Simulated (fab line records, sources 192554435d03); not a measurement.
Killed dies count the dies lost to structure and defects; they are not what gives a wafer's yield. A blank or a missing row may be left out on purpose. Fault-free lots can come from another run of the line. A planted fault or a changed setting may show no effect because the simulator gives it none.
Chamber matching || flow n5Finfet || 3 sister chambers for N5_BEOL_M8_DEP_56 on pecvd-04
The step deposits SiCN from 3MS/NH3, target thk 10 nm, time 17.5 s. 3 wafers are shown with their chamber, then 7 later ones without.

== WAFERS PAIRED WITH THEIR CHAMBERS ==
{"wafer": "L090.1", "chamber": 1, "showerheadVppV (V)": 959}
{"wafer": "L094.2", "chamber": 2, "showerheadVppV (V)": 996}
{"wafer": "L094.5", "chamber": 0, "showerheadVppV (V)": 818}

== WAFERS MISSING THEIR CHAMBER ==
{"wafer": "L094.6", "showerheadVppV (V)": 955}
{"wafer": "L095.2", "showerheadVppV (V)": 819}
{"wafer": "L095.5", "showerheadVppV (V)": 961}
{"wafer": "L095.6", "showerheadVppV (V)": 812}
{"wafer": "L096.1", "showerheadVppV (V)": 965}
{"wafer": "L096.3", "showerheadVppV (V)": 828}
{"wafer": "L096.4", "showerheadVppV (V)": 962}

== CHAMBER TAKEN BY EACH ==
{"wafer": "L094.6", "from the rows above": 1, "in truth": 1}
{"wafer": "L095.2", "from the rows above": 0, "in truth": 0}
{"wafer": "L095.5", "from the rows above": 1, "in truth": 1}
{"wafer": "L095.6", "from the rows above": 0, "in truth": 0}
{"wafer": "L096.1", "from the rows above": 1, "in truth": 1}
{"wafer": "L096.3", "from the rows above": 0, "in truth": 0}
{"wafer": "L096.4", "from the rows above": 1, "in truth": 1}
Correct placement for 7 of the 7. From these rows, 0 cannot be placed. Placed wrongly: 0.
How it was worked out, from the rows above alone: a wafer's distance from a chamber is the root of the sum, over the readings, of the square of ((its reading less the chamber's mean) divided by the reading's scatter). The wafer belongs to the nearest chamber; if the next one is less than 2 further off, it can't be placed. The mean given for a chamber averages the wafers shown for that chamber. The scatter: root of mean squared gap, hidden wafer to nearest shown wafer, with one shown wafer a chamber.
